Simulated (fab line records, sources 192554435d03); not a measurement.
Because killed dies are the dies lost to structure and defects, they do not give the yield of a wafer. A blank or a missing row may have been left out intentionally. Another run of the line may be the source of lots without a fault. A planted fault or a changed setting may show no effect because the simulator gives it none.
Matching of chambers | flow n5-finfet | 3 sister chambers for N5_BEOL_M12_ILD_DEP_00 on pecvd-02
The step deposits SiOC from DEMS/O2, target thk 658.92 nm, time 130.7 s. 6 wafers are shown with their chamber, then 10 later ones without.

== EACH WAFER AND ITS CHAMBER ==
wafer  | chamber | heater-power-w (W) | throttle-valve-pct (%)
L076.4 | 0       | 478                | 12.3
L077.2 | 0       | 452                | 12.1
L085.3 | 2       | 694                | 11.8
L085.6 | 2       | 565                | 11.9
L088.3 | 1       | 564                | 11.7
L088.5 | 1       | 444                | 11.9

== WAFERS MISSING THEIR CHAMBER ==
wafer  | heater-power-w (W) | throttle-valve-pct (%)
L088.6 | 504                | 12.3
L090.2 | 636                | 12.1
L090.4 | 661                | 12.0
L090.5 | 669                | 11.8
L096.1 | 693                | 11.9
L096.3 | 413                | 12.5
L096.6 | 685                | 11.9
L094.1 | 620                | 11.9
L094.2 | 509                | 10.7
L094.6 | 410                | 12.3

== WHICH CHAMBER EACH ONE RAN IN ==
wafer  | from the rows above          | in truth
L088.6 | 0                            | 0
L090.2 | can't be placed: 2 or 0 or 1 | 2
L090.4 | can't be placed: 2 or 1 or 0 | 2
L090.5 | can't be placed: 2 or 1      | 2
L096.1 | can't be placed: 2 or 1      | 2
L096.3 | 0                            | 0
L096.6 | can't be placed: 2 or 1      | 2
L094.1 | can't be placed: 2 or 1      | 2
L094.2 | can't be placed: 1 or 2      | 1
L094.6 | 0                            | 0
Correct placement for 3 of the 10. Unplaceable from these rows: 7, with the true chamber sitting among the candidates in 7. Placed wrongly: 0.
How it was worked out, from the rows above alone: a wafer's distance from a chamber is the root of the sum, over the readings, of the square of ((its reading less the chamber's mean) divided by the reading's scatter). If the next closest chamber is less than 2 further off than the closest, the wafer can't be placed; otherwise it belongs to the closest. The mean given for a chamber averages the wafers shown for that chamber. The scatter: the root of (the sum of the squares of (reading less its chamber's mean) over the shown wafers, divided by (wafers less chambers)).
